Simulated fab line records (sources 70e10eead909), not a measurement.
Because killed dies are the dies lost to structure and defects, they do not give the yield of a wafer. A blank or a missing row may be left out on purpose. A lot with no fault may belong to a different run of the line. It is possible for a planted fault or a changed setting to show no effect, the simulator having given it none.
Which of the tools did it?    flow nand_harc    36 wafers from 12 lots sampled at 6 of the route's 1302 steps

WHAT THE GAUGES SHOWED, per wafer
NHARC_A_ONON_D1_INSPECT_32.
lot   measured      on                 raw_defect_count
L772  day 8 06:49   defect_inspect-01  38 93 68
L774  day 9 01:45   defect_inspect-02  78 89 55
L773  day 9 01:47   defect_inspect-01  82 66 81
L775  day 9 10:30   defect_inspect-02  29 59 46
L777  day 10 08:41  defect_inspect-01  64 47 75
L778  day 10 18:15  defect_inspect-01  50 50 96
L779  day 11 08:15  defect_inspect-02  54 69 72
L780  day 11 08:07  defect_inspect-01  59 103 69
L784  day 13 00:26  defect_inspect-01  76 21 40
L785  day 14 00:43  defect_inspect-01  78 45 86
L792  day 16 13:10  defect_inspect-01  480 468 405
L795  day 17 17:10  defect_inspect-02  445 467 466

NHARC_END_SORT_01.
lot   measured      on         killed_at_array  killed_at_other  killed_at_periphery  killed_dies  killed_open  killed_short
L792  day 32 19:12  prober-01  98 86 108        2 0 2            3 3 1                103 89 111   4 2 2        3 3 0
L795  day 33 20:29  prober-01  63 79 103        4 3 1            1 2 2                68 84 106    2 3 2        5 3 4

WHAT TOOL EACH LOT RAN ON (gives the tool, then ch and the chambers of the sampled wafers, and finally the start)
lot   NHARC_A_ZERO_WELL_ETCH_13         NHARC_A_ONON_D1_DEP_33           NHARC_A_CHANNEL_HOLE_D1_DEP_00  NHARC_A_CHANNEL_HOLE_D1_ETCH_38
L772  rie_si-04 ch 1,2, day 6 20:30     pecvd-01 ch 0,2, day 8 06:25     acl_dep-02 ch 0, day 8 07:32    rie_diel-12 ch 2,3, day 8 09:49
L774  rie_si-04 ch 0,1, day 7 10:45     pecvd-01 ch 0,1, day 9 01:16     acl_dep-02 ch 0, day 9 02:52    rie_diel-02 ch 0,2,3, day 9 05:26
L773  rie_si-05 ch 1,2, day 7 11:25     pecvd-04 ch 0,2, day 9 01:23     acl_dep-03 ch 0, day 9 03:27    rie_diel-12 ch 1,2,3, day 9 06:30
L775  rie_si-06 ch 1,2, day 7 22:22     pecvd-01 ch 0,1, day 9 10:03     acl_dep-02 ch 0, day 9 14:23    rie_diel-02 ch 0,2,3, day 9 17:01
L777  rie_si-04 ch 0,1,3, day 8 22:11   pecvd-04 ch 0,2, day 10 08:13    acl_dep-01 ch 0, day 10 11:11   rie_diel-02 ch 0,2,3, day 10 14:07
L778  rie_si-04 ch 0,2,3, day 9 05:35   pecvd-04 ch 0,1,2, day 10 17:45  acl_dep-01 ch 0, day 10 19:53   rie_diel-12 ch 0,1,2, day 10 23:07
L779  rie_si-06 ch 0,1,2, day 9 21:03   pecvd-02 ch 0,1, day 11 07:46    acl_dep-01 ch 0, day 11 09:59   rie_diel-02 ch 0,3, day 11 12:49
L780  rie_si-04 ch 0,2,3, day 9 22:09   pecvd-04 ch 1,2, day 11 07:40    acl_dep-03 ch 0, day 11 08:43   rie_diel-02 ch 0,1, day 11 11:21
L784  rie_si-04 ch 2,3, day 11 13:32    pecvd-02 ch 1,2, day 12 23:58    acl_dep-02 ch 0, day 13 00:50   rie_diel-02 ch 0,1,2, day 13 03:47
L785  rie_si-05 ch 0,1,2, day 12 02:49  pecvd-02 ch 0,1,2, day 14 00:13  acl_dep-01 ch 0, day 14 02:33   rie_diel-02 ch 0,1,3, day 14 05:20
L792  rie_si-06 ch 1,2,3, day 15 02:53  pecvd-02 ch 0,1,2, day 16 12:41  acl_dep-02 ch 0, day 16 13:52   rie_diel-12 ch 1,2,3, day 16 16:04
L795  rie_si-04 ch 0,1,3, day 16 06:47  pecvd-02 ch 1,2, day 17 16:42    acl_dep-01 ch 0, day 17 17:52   rie_diel-02 ch 0,1,2, day 17 20:09
- NHARC_A_ZERO_WELL_ETCH_13: etches the open film in HBr/Cl2, target depth 120 nm, time 40.1 s.
- NHARC_A_ONON_D1_DEP_33: deposits SiO2, target thk 200 nm.
- NHARC_A_CHANNEL_HOLE_D1_DEP_00: deposits aC, target thk 3100 nm.
- NHARC_A_CHANNEL_HOLE_D1_ETCH_38: etches the open film in CF4, target depth 39 nm, time 65 s.

WHAT THE TOOLS THEMSELVES READ (means of the sampled wafers that have a number; where no wafer has one, the mark that the record gives instead)
NHARC_A_ZERO_WELL_ETCH_13.
lot   tool       drypump_motor_current_A (A)  oes_product_au (a.u.)  throttle_valve_pct (%)
L772  rie_si-04  6.2                          0.998                  26.403
L774  rie_si-04  5.6                          1.000                  26.407
L773  rie_si-05  5.8                          0.996                  26.404
L775  rie_si-06  5.7                          1.006                  26.406
L777  rie_si-04  5.8                          0.999                  26.402
L778  rie_si-04  5.9                          1.008                  26.398
L779  rie_si-06  5.9                          1.011                  26.406
L780  rie_si-04  5.9                          1.012                  26.415
L784  rie_si-04  6.5                          1.008                  26.405
L785  rie_si-05  5.8                          0.997                  26.418
L792  rie_si-06  5.8                          1.009                  26.408
L795  rie_si-04  5.8                          1.002                  26.408

NHARC_A_ONON_D1_DEP_33.
lot   tool      heater_power_w (W)  throttle_valve_pct (%)
L772  pecvd-01  487                 15.7
L774  pecvd-01  525                 15.7
L773  pecvd-04  537                 16.7
L775  pecvd-01  555                 15.5
L777  pecvd-04  557                 17.0
L778  pecvd-04  580                 16.4
L779  pecvd-02  648                 16.6
L780  pecvd-04  529                 16.4
L784  pecvd-02  509                 16.1
L785  pecvd-02  616                 16.4
L792  pecvd-02  581                 16.6
L795  pecvd-02  509                 16.3

NHARC_A_CHANNEL_HOLE_D1_DEP_00.
lot   tool        throttle_valve_pct (%)
L772  acl_dep-02  35.009
L774  acl_dep-02  35.003
L773  acl_dep-03  34.995
L775  acl_dep-02  34.988
L777  acl_dep-01  35.003
L778  acl_dep-01  34.991
L779  acl_dep-01  35.010
L780  acl_dep-03  35.000
L784  acl_dep-02  35.004
L785  acl_dep-01  34.999
L792  acl_dep-02  34.993
L795  acl_dep-01  34.989

NHARC_A_CHANNEL_HOLE_D1_ETCH_38.
lot   tool         drypump_motor_current_A (A)  oes_product_au (a.u.)  rf_vpp_V (V)  showerhead_plenum_p_Torr (Torr)  throttle_valve_pct (%)
L772  rie_diel-12  5.6                          0.997                  151.9         1.81                             13.281
L774  rie_diel-02  5.8                          1.004                  151.7         1.79                             13.277
L773  rie_diel-12  5.7                          0.994                  151.7         1.80                             13.279
L775  rie_diel-02  5.8                          1.006                  150.9         1.79                             13.288
L777  rie_diel-02  5.8                          1.000                  152.2         1.79                             13.287
L778  rie_diel-12  5.3                          0.995                  152.3         1.80                             13.301
L779  rie_diel-02  5.7                          1.003                  151.4         1.80                             13.290
L780  rie_diel-02  5.6                          1.000                  151.5         1.75                             13.286
L784  rie_diel-02  5.8                          1.007                  151.1         1.75                             13.278
L785  rie_diel-02  5.7                          1.009                  150.9         1.76                             13.280
L792  rie_diel-12  5.7                          0.988                  150.4         1.78                             13.280
L795  rie_diel-02  5.7                          0.998                  151.1         1.75                             13.281

THE ANSWER, worked out from the rows above alone
Rule: what is usual is taken from the lots themselves. Put in order of their means at a reading, lots are off if they are a third of the lots or fewer, leave a main group of 4 or more, and stand apart from it by a gap of 3 or more times the standard deviation of the main group's means; of several such gaps the widest counts. A main group is skipped when, at the precision printed for the reading in the tables above, its means are all equal. Also off: a lot with no number at a reading for which 4 or more lots have one. Where the step has rows for the other lots, those lots are counted as sound. The gauges are gone through in route order, then the tools' own readings, and for those a lot's mean is taken as printed above. The first step at which some lot is off is used, and at that step the reading that is off furthest; a lot without a number counts as furthest.
Off at NHARC_A_ONON_D1_INSPECT_32 (raw_defect_count): L792, L795. Mean 65 and standard deviation 11 in the main group.
If a tool, at a process step before that reading, ran all the lots that are off and no sound lot after the first of them, it fits. Those tools and the gauges at NHARC_A_ONON_D1_INSPECT_32 are tried in the same way. One fits: NHARC_A_ONON_D1_DEP_33 on pecvd-02. Its last sound lot is L785 (day 14 00:13), its first lot that is off L792 (day 16 12:41): a fault that began between those two fits.

WHAT HAD BEEN PUT IN BY THE SIMULATOR
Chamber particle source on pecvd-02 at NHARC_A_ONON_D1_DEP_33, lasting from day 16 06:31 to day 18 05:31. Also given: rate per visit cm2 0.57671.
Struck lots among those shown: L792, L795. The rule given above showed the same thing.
